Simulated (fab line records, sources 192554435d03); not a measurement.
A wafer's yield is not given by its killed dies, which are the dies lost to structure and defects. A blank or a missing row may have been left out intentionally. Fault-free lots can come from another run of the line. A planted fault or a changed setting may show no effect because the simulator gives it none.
Split-lot trial ; flow n5Finfet ; on a route of 1938 steps: 7 lots, 21 wafers read

THE SPLIT
At N5_BEOL_M3_EXPOSE_25 (exposes mask V2, defocus 5 nm), the setting doseMj was moved away from the recipe's 63 on 6 of the 21 wafers read, by -5.4% to +6.4%. For the rest of the wafers, this setting stayed at what the recipe calls for.

FROM THE SPLIT TO THE READING: what the file shows between them, 2 steps
- N5_BEOL_M3_PEB_26: peb time 60 s
- N5_BEOL_M3_DEVELOP_27: develop time 30 s

THE READING
cdNm, in nm, at N5_BEOL_M3_CD_MEAS_28 (target cd 25.7 nm, target cd y 23.3 nm). A value of 25.71 nm with a standard deviation of 0.23 nm is what fault-free wafers of this fab line usually give.

wafer;tool, chamber at the split;doseMj as run;against the recipe;cdNm, nm;against lot-mates on the recipe
L083.3;euvScanner-01, 0;63;recipe;25.53;-
L083.4;euvScanner-01, 0;63;recipe;25.52;-
L083.5;euvScanner-01, 0;63;recipe;25.52;-
L086.1;euvScanner-02, 0;63;recipe;25.65;-
L086.2;euvScanner-02, 0;63;recipe;25.70;-
L086.5;euvScanner-02, 0;63;recipe;25.60;-
L087.1;euvScanner-02, 0;63;recipe;25.95;-
L087.2;euvScanner-02, 0;67.03;+6.4%;27.16;+1.35
L087.6;euvScanner-02, 0;63;recipe;25.68;-
L089.3;euvScanner-02, 0;63;recipe;25.29;-
L089.5;euvScanner-02, 0;66.08;+4.9%;26.44;+0.80
L089.6;euvScanner-02, 0;63;recipe;25.99;-
L090.2;euvScanner-01, 0;59.59;-5.4%;24.91;-0.56
L090.3;euvScanner-01, 0;59.59;-5.4%;24.36;-1.11
L090.6;euvScanner-01, 0;63;recipe;25.47;-
L092.1;euvScanner-01, 0;64.98;+3.1%;26.44;+0.76
L092.2;euvScanner-01, 0;63;recipe;25.68;-
L092.5;euvScanner-01, 0;64.98;+3.1%;26.22;+0.54
L096.1;euvScanner-02, 0;63;recipe;25.69;-
L096.3;euvScanner-02, 0;63;recipe;25.96;-
L096.5;euvScanner-02, 0;63;recipe;25.93;-

FIT RESULTS
A straight line over all 21 wafers: cdNm changes by +0.199 nm for each +1% of doseMj; r = +0.93; the points scatter about the line by 0.21 nm.
The same after taking each lot's own level away (the mean of its wafers on the recipe; 21 wafers): +0.178 nm for each +1%; r = +0.94; scatter 0.18 nm.
On that fit, the largest move of doseMj shifts the reading by 1.1 nm.
Measured against the standard deviation above, the lots' own levels, which go from 25.470 to 25.860 nm, span 1.7 times it.
Thus the slope moves with the lot-to-lot level: the two fits are different.
Check: for one of the wafers moved furthest among these (+6.4%), held out of the fit, the line's prediction against its lot-mates is +1.08 nm. Against them it came out at +1.35 nm.

FURTHER SPLITS ON THESE WAFERS
Before the reading, these wafers also passed through other splits. Each is held against what the fit with the lots' levels taken away leaves over:
other split on the same wafers;wafers away from the commonest value;r with cdNm (lot level and that fit taken away)
N5_BEOL_M1_COAT_61 spinRpm;5;-0.04
N5_BEOL_M1_CMP_52 downForcePsi;9;+0.37
N5_BEOL_M2_ETCH_69 biasW;4;-0.16
N5_BEOL_M2_ETCH_70 sourceW;6;-0.04
N5_BEOL_M3_ILD_DEP_00 timeS;7;-0.29
N5_BEOL_M3_COAT_05 spinRpm;8;+0.32

THE FILE'S OWN FIT
cdNm changes by +0.183 nm for each +1% of doseMj, r = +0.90.
